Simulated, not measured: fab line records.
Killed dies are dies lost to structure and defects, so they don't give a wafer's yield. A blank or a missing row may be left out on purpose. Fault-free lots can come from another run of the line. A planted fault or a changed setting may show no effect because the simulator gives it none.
Split-lot experiment | flow n5_finfet | 21 wafers read across 7 lots, on a route 1938 steps long

## THE SPLIT
At N5_BEOL_M1_ETCH_64 (etches SOC in N2/H2, target depth 75 nm, overetch 15 nm, time 112.5 s), the setting time_s was moved away from the recipe's 112.5 s on 9 of the 21 wafers read, by -20.9% to +10.0%. All remaining wafers had this setting at the recipe value.

The reading is taken at the split's own step.

## THE READING
SiARC_of_BEOL_M1_COAT_62.thk_nm (the simulator's own value, which no gauge read), in nm, at N5_BEOL_M1_ETCH_64 (etches SOC in N2/H2, target depth 75 nm, overetch 15 nm, time 112.5 s). No usual value for it is given in the file. The 12 wafers here that ran the recipe average 6.8 nm, standard deviation 0.18 nm.

wafer  | tool, chamber at the split | time_s as run, s | against the recipe | SiARC_of_BEOL_M1_COAT_62.thk_nm, nm | against lot-mates on the recipe
L074.1 | rie_diel-04, 0             | 96.12            | -14.6%             | 7.6                                 | +1.0
L074.3 | rie_diel-04, 2             | 112.5            | recipe             | 6.6                                 | -
L074.5 | rie_diel-04, 1             | 96.12            | -14.6%             | 8                                   | +1.4
L078.3 | rie_diel-03, 2,3           | 112.5            | recipe             | 7                                   | -
L078.4 | rie_diel-03, 2,3           | 112.5            | recipe             | 7                                   | -
L078.5 | rie_diel-03, 0             | 88.95            | -20.9%             | 7.8                                 | +0.8
L079.1 | rie_diel-03, 2             | 112.5            | recipe             | 7                                   | -
L079.4 | rie_diel-03, 1,0           | 112.5            | recipe             | 6.6                                 | -
L079.5 | rie_diel-03, 1,0           | 112.5            | recipe             | 6.6                                 | -
L086.3 | rie_diel-03, 0             | 112.5            | recipe             | 6.6                                 | -
L086.4 | rie_diel-03, 0             | 112.5            | recipe             | 6.6                                 | -
L086.6 | rie_diel-03, 3             | 112.5            | recipe             | 7                                   | -
L090.1 | rie_diel-06, 0             | 99.83            | -11.3%             | 7.4                                 | +0.6
L090.5 | rie_diel-06, 3             | 99.83            | -11.3%             | 7.6                                 | +0.8
L090.6 | rie_diel-06, 1             | 112.5            | recipe             | 6.8                                 | -
L091.1 | rie_diel-04, 3,0           | 123.7            | +10.0%             | 6.2                                 | -0.6
L091.5 | rie_diel-04, 3,0           | 123.7            | +10.0%             | 6.2                                 | -0.6
L091.3 | rie_diel-04, 0             | 112.5            | recipe             | 6.8                                 | -
L094.1 | rie_diel-06, 2,1           | 89.98            | -20.0%             | 7.8                                 | +0.8
L094.6 | rie_diel-06, 2,1           | 89.98            | -20.0%             | 7.8                                 | +0.8
L094.3 | rie_diel-06, 3             | 112.5            | recipe             | 7                                   | -
When a row names more than one chamber, that row covers several wafers, and the file does not tell which wafer ran in which chamber.

THE FIT
A straight line over all 21 wafers: SiARC_of_BEOL_M1_COAT_62.thk_nm changes by -0.0556 nm for each +1% of time_s; r = -0.94; the points scatter about the line by 0.18 nm.
The same after taking each lot's own level away (the mean of its wafers on the recipe; 21 wafers): -0.0524 nm for each +1%; r = -0.91; scatter 0.22 nm.
That fit puts the effect of the largest move of time_s on the reading at 1.1 nm.
Measured against the standard deviation above, the lots' own levels, which go from 6.60 to 7.00 nm, span 2.2 times it.
Hence the lot-to-lot level has little effect on the slope; both slopes agree.
Check: +1.18 nm against its lot-mates is what the line predicts for one of the wafers moved furthest among these (-20.9%) when that wafer is left out of the fit. It came out at +0.8 nm against them.

## OTHER SPLITS ON THESE WAFERS
Other splits were also applied to these wafers ahead of the reading. Each is held against what the fit with the lots' levels taken away leaves over:
other split on the same wafers          | wafers away from the commonest value | r with SiARC_of_BEOL_M1_COAT_62.thk_nm (lot level and that fit taken away)
N5_BEOL_M0_SAQP_SPACER1_ALD_98 temp_c   | 9                                    | -0.35
N5_BEOL_M0_SAQP_ETCH_106 target_depth_a | 6                                    | +0.07

## THE FILE'S OWN FIT
SiARC_of_BEOL_M1_COAT_62.thk_nm changes by -0.0502 nm for each +1% of time_s, r = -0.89.
